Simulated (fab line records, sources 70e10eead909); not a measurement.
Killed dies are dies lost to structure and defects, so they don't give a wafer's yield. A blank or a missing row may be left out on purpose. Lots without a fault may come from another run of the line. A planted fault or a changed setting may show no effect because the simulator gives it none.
fab line records | flow nand_harc | part 2 of 2: steps 5 to 6 of 6
record lots=24 wafers=72 last_day=33
route steps=1302 shown A_CHANNEL_HOLE_D2@607 A_CHANNEL_FILL_D2@637 A_STAIRCASE@650
lots that met no fault: from a run of the same line without faults
start_h: hours from the record's first day to the start of the lot's first wafer shown | wait_h: hours since the lot's step before | " the same as in the row above | L1.1+2: a row that stands for several wafers | - no value, or no start given | * or withheld: withheld | < > ~ a bound
route shown NAME@n: a module of which the file shows steps, and the number in the route of the first | usual: mean/standard deviation of fault-free wafers | same: alike in all rows | chamber/n: place in a boat | sites: the reading at each site | _std_site: their standard deviation | _edge_site: outer sites' mean less inner sites' | radius_mm: how far each site lies from the wafer's centre | mask NAME#n: copy n | behind: the tool/chamber that last shaped the wafer | hold: why the lot was held/for how many hours/how that ended | device: the transistor (n, p or np) that didn't switch | end of line: the same wafers' tests at the end of the route | a step without rows: its recipe alone | killed: dies lost to structure and defects at the first sort, not the wafer's yield | map: a wafer's dies, x killed, . not, _ none there
set.NAME: the setting as run; set.NAME@STEP: as run at that earlier step | model.NAME: the simulator's own value behind a step, which no gauge read
steps of the route over a sample of lots; a table a step, a row a wafer
services: from which hour (start_h, from the record's first day; less than 0 if before it) a tool's chamber was out of use, for how many hours, and why
## steps
# step NHARC_A_STAIRCASE_ETCH_21
# recipe target_depth_a=1000 time_s=40.5 ion_energy_ev=400 c4f8_flow_sccm=20 o2_flow_sccm=10 ar_flow_sccm=withheld rf_w=600 bias_w=1000 chemistry=C4F8/O2
# usual bias_w=1000/3.2 oes_product_au=0.951/0.016 rf_vpp_V=895/5.1
# columns lot.wafer tool chamber start_h wait_h bias_w oes_product_au rf_hours_counter_h rf_vpp_V
L074.2 rie_diel-05 0 - - 1001 0.940 30 895
L074.5 " 2 " " 1000 0.939 - 892
L074.6 " 0 " " 998 0.941 - 895
L075.1 rie_diel-05 1 - - 993 0.965 38 892
L075.3 " 3 " " 1006 0.968 30 888
L075.5 " 1 " " 998 0.970 - 890
L076.4 rie_diel-06 0 - - 997 0.969 14 903
L076.2 " 2 " " 998 0.960 19 895
L076.5 " 0 " " 1003 0.974 - 900
L077.3 rie_diel-05 3 - - 998 0.935 33 886
L077.2 " 0 " " 1002 0.958 42 895
L077.6 " 3 " " 998 0.930 - 888
L078.3 rie_diel-01 2 - - 997 0.963 1 895
L078.1 " 3 " " 998 0.975 1 890
L078.2 " 1 " " 1002 0.970 1 897
L079.2 rie_diel-05 0 - - 1000 0.979 50 893
L079.4 " 3 " " 1004 0.960 41 885
L079.6 " 1 " " 1001 0.959 - 889
L080.1 rie_diel-06 1 - - 996 0.922 40 897
L080.4 " 3 " " 1006 0.925 38 887
L080.6 " 2 " " 1003 0.946 - 895
L082.2 rie_diel-05 0 - - 1001 0.950 3 894
L082.3 " 2 " " 1000 0.948 2 893
L082.5 " 1 " " 1004 0.970 - 891
L081.4 rie_diel-06 3 - - 1003 0.944 40 889
L081.1 " 1 " " 998 0.920 44 898
L081.6 " 0 " " 1000 0.952 - 900
L083.2 rie_diel-05 0 - - 1003 0.948 5 894
L083.1 " 1 " " 1001 0.962 5 891
L083.3 " 2 " " 996 0.934 5 892
L085.2 rie_diel-06 2 - - 1002 0.961 57 894
L085.1 " 3 " " 998 0.979 49 887
L085.6 " 3 " " 1000 0.976 - 886
L084.3 rie_diel-01 0 - - 1001 0.960 24 894
L084.4 " 1 " " 999 0.957 19 898
L084.5 " 1 " " 1002 0.954 - 898
L086.3 rie_diel-05 0 - - 1006 0.920 13 893
L086.2 " 2 " " 1002 0.920 12 890
L086.5 " 3 " " 997 0.919 - 905
L088.1 rie_diel-05 0 - - 1003 0.950 21 893
L088.4 " 2 " " 1001 0.934 23 891
L088.5 " 3 " " 1000 0.932 - 905
L087.3 rie_diel-05 3 - - 995 0.952 23 905
L087.5 " 0 " " 996 0.940 - 895
L087.6 " 1 " " 1007 0.952 - 891
L089.3 rie_diel-01 0 - - 996 0.963 38 896
L089.2 " 2 " " 1002 0.964 39 894
L089.5 " 0 " " 996 0.962 - 896
L090.2 rie_diel-05 2 - - 1003 0.958 27 893
L090.3 " 1 " " 994 0.959 25 890
L090.6 " 2 " " 1007 0.955 - 890
L091.2 rie_diel-06 2 - - 997 0.971 6 894
L091.4 " 3 " " 998 0.978 7 906
L091.5 " 3 " " 1001 0.988 - 906
L092.2 rie_diel-06 2 - - 1007 0.956 15 894
L092.6 " 3 " " 1002 0.973 - 905
L092.5 " 0 " " 1002 0.954 - 900
L093.1 rie_diel-01 2 - - 1005 0.932 54 895
L093.4 " 3 " " 998 0.947 47 890
L093.2 " 0 " " 1004 0.944 51 895
L094.4 rie_diel-05 3 - - 999 0.945 44 903
L094.2 " 0 " " 1001 0.939 42 895
L094.5 " 3 " " 999 0.935 - 905
L095.2 rie_diel-01 1 - - 1000 0.949 54 896
L095.3 " 0 " " 1004 0.949 55 893
L095.6 " 2 " " 1002 0.926 - 896
L096.3 rie_diel-06 3 - - 1001 0.943 29 905
L096.2 " 1 " " 994 0.955 27 898
L096.5 " 1 " " 994 0.951 - 897
L097.3 rie_diel-01 2 - - 1001 0.942 8 894
L097.6 " 3 " " 998 0.956 - 889
L097.5 " 0 " " 1001 0.954 - 895
# step NHARC_A_STAIRCASE_TRIM_22
# recipe time_s=211.2 o2_flow_sccm=500 ar_flow_sccm=0 bias_w=0 chemistry=O2
# usual drypump_motor_current_A=5.5/0.61 oes_product_au=1.001/0.01 rf_vpp_V=57.6/0.94 showerhead_plenum_p_Torr=3.49/0.14 throttle_valve_pct=17.035/0.0088
# same bias_w=0
# columns lot.wafer tool chamber start_h wait_h drypump_motor_current_A oes_product_au rf_hours_counter_h rf_vpp_V showerhead_plenum_p_Torr throttle_valve_pct
L074.2 rie_diel-05 0 - - 5.3 1.006 31 58.0 3.48 17.037
L074.5 " 0 " " 5.3 1.015 - 56.3 3.48 17.037
L074.6 " 1 " " 4.8 1.004 - 56.7 3.39 17.035
L075.3 rie_diel-05 0 - - 5.3 1.003 37 58.0 3.48 17.032
L075.1 " 1 " " 4.8 1.001 38 56.7 3.39 17.031
L075.5 " 1 " " 4.8 1.009 - 57.1 3.39 17.049
L076.4 rie_diel-06 2 - - 5.1 1.016 19 58.3 3.49 17.036
L076.2 " 3 " " 6.5 1.005 16 57.9 3.31 17.035
L076.5 " 3 " " 6.5 1.001 - 57.5 3.31 17.030
L077.3 rie_diel-05 1 - - 4.8 1.006 41 56.9 3.39 17.032
L077.2 " 2 " " 6.4 1.001 35 56.6 3.42 17.030
L077.6 " 3 " " 4.9 0.991 - 56.8 3.28 17.035
L078.3 rie_diel-01 3 - - 4.9 1.005 1 58.9 3.36 17.028
L078.1 " 0 " " 5.5 1.000 1 58.3 3.53 17.046
L078.2 " 2 " " 5.7 1.000 1 57.7 3.51 17.041
L079.4 rie_diel-05 3 - - 4.9 0.989 41 57.3 3.28 17.043
L079.2 " 1 " " 4.8 1.007 49 57.4 3.38 17.048
L079.6 " 3 " " 4.9 0.985 - 55.8 3.28 17.026
L080.4 rie_diel-06 2 - - 5.1 1.001 44 57.5 3.48 17.026
L080.1 " 0 " " 5.7 1.015 34 58.1 3.67 17.040
L080.6 " 2 " " 5.0 1.003 - 57.3 3.48 17.060
L082.2 rie_diel-05 0 - - 5.3 0.999 3 58.4 3.47 17.038
L082.3 " 2 " " 6.3 0.987 2 56.5 3.41 17.043
L082.5 " 3 " " 4.9 0.997 - 58.1 3.81 17.023
L081.1 rie_diel-06 3 - - 6.5 1.008 40 57.1 3.29 17.042
L081.4 " 1 " " 5.5 0.991 44 57.6 3.60 17.011
L081.6 " 3 " " 6.5 1.015 - 56.7 3.29 17.036
L083.3 rie_diel-05 2 - - 6.4 0.981 5 58.4 3.41 17.034
L083.2 " 0 " " 5.3 0.987 5 55.6 3.47 17.030
L083.1 " 1 " " 4.8 1.012 5 57.6 3.38 17.032
L085.1 rie_diel-06 3 - - 6.5 0.996 49 56.3 3.29 17.050
L085.2 " 0 " " 5.7 1.017 45 57.3 3.66 17.032
L085.6 " 1 " " 5.5 0.990 - 57.8 3.60 17.052
L084.3 rie_diel-01 2 - - 5.7 0.976 22 58.3 3.50 17.028
L084.4 " 1 " " 6.7 1.003 20 59.2 3.56 17.042
L084.5 " 2 " " 5.7 0.982 - 57.4 3.50 17.046
L086.2 rie_diel-05 0 - - 5.3 0.997 13 55.9 3.46 17.052
L086.3 " 2 " " 6.4 0.990 12 58.7 3.41 17.026
L086.5 " 0 " " 5.3 1.011 - 58.4 3.46 17.050
L088.4 rie_diel-05 3 - - 4.9 0.990 22 59.7 3.80 17.053
L088.1 " 0 " " 5.3 0.997 21 58.5 3.46 17.049
L088.5 " 3 " " 4.9 0.998 - 58.8 3.79 17.029
L087.3 rie_diel-05 2 - - 6.4 1.003 24 57.5 3.40 17.025
L087.5 " 0 " " 5.3 0.997 - 59.3 3.46 17.026
L087.6 " 1 " " 4.8 1.017 - 57.8 3.37 17.045
L089.3 rie_diel-01 3 - - 4.9 1.005 38 57.0 3.34 17.011
L089.2 " 0 " " 5.5 0.985 38 59.5 3.51 17.032
L089.5 " 0 " " 5.5 0.995 - 58.8 3.51 17.036
L090.3 rie_diel-05 2 - - 6.3 0.994 27 56.2 3.40 17.045
L090.2 " 0 " " 5.3 1.005 25 56.7 3.46 17.044
L090.6 " 2 " " 6.3 1.003 - 55.8 3.40 17.038
L091.4 rie_diel-06 0 - - 5.6 1.000 9 58.6 3.65 17.045
L091.2 " 3 " " 6.5 1.007 7 58.6 3.80 17.038
L091.5 " 1 " " 5.4 1.000 - 57.3 3.59 17.036
L092.2 rie_diel-06 3 - - 6.5 1.001 16 59.9 3.80 17.036
L092.5 " 2 " " 5.0 0.990 - 55.9 3.46 17.046
L092.6 " 3 " " 6.5 1.001 - 58.9 3.80 17.024
L093.2 rie_diel-01 2 - - 5.7 1.002 54 57.7 3.48 17.027
L093.1 " 0 " " 5.5 1.012 51 57.7 3.50 17.035
L093.4 " 1 " " 6.7 1.017 50 58.5 3.54 17.035
L094.4 rie_diel-05 1 - - 4.8 1.008 41 55.7 3.36 17.031
L094.2 " 3 " " 4.9 0.995 44 59.6 3.78 17.030
L094.5 " 1 " " 4.8 1.010 - 57.0 3.36 17.038
L095.2 rie_diel-01 3 - - 4.9 0.995 51 57.6 3.33 17.035
L095.3 " 1 " " 6.8 1.003 54 57.4 3.54 17.044
L095.6 " 3 " " 4.9 0.990 - 58.0 3.33 17.026
L096.3 rie_diel-06 3 - - 6.5 1.003 29 58.2 3.79 17.039
L096.2 " 1 " " 5.5 1.007 27 58.9 3.58 17.031
L096.5 " 3 " " 6.5 1.008 - 58.2 3.79 17.033
L097.3 rie_diel-01 2 - - 5.7 0.998 8 56.6 3.48 17.026
L097.6 " 0 " " 5.5 1.005 - 58.4 3.49 17.026
L097.5 " 1 " " 6.7 1.019 - 57.9 3.53 17.035
## services
# columns tool chamber start_h hours kind
rie_diel-05 0 312.88 - clean
rie_diel-05 1 312.88 - clean
rie_diel-05 2 312.88 - clean
rie_diel-05 3 312.88 - clean
rie_diel-01 0 313.91 2.8 repair
rie_diel-05 0 330.05 3.3 repair
rie_diel-05 0 337.54 - clean
rie_diel-05 1 337.54 - clean
rie_diel-05 2 337.54 - clean
rie_diel-05 3 337.54 - clean
rie_diel-05 3 340.22 13.9 repair
rie_diel-05 0 362.06 - clean
rie_diel-05 1 365.82 2.9 repair
rtp_anneal-01 - 372.00 12.0 pm
rie_diel-01 - 377.14 1.4 repair
rie_diel-01 - 381.26 9.0 pm
rie_diel-06 - 402.50 0.5 repair
rie_diel-05 - 406.63 9.0 pm
rie_diel-01 1 441.49 7.4 repair
rie_diel-06 - 484.25 9.0 pm
rie_diel-05 2 524.64 1.5 repair
rie_diel-01 3 528.71 7.8 repair
rie_diel-01 - 558.26 9.0 pm
rie_diel-05 - 583.68 9.0 pm
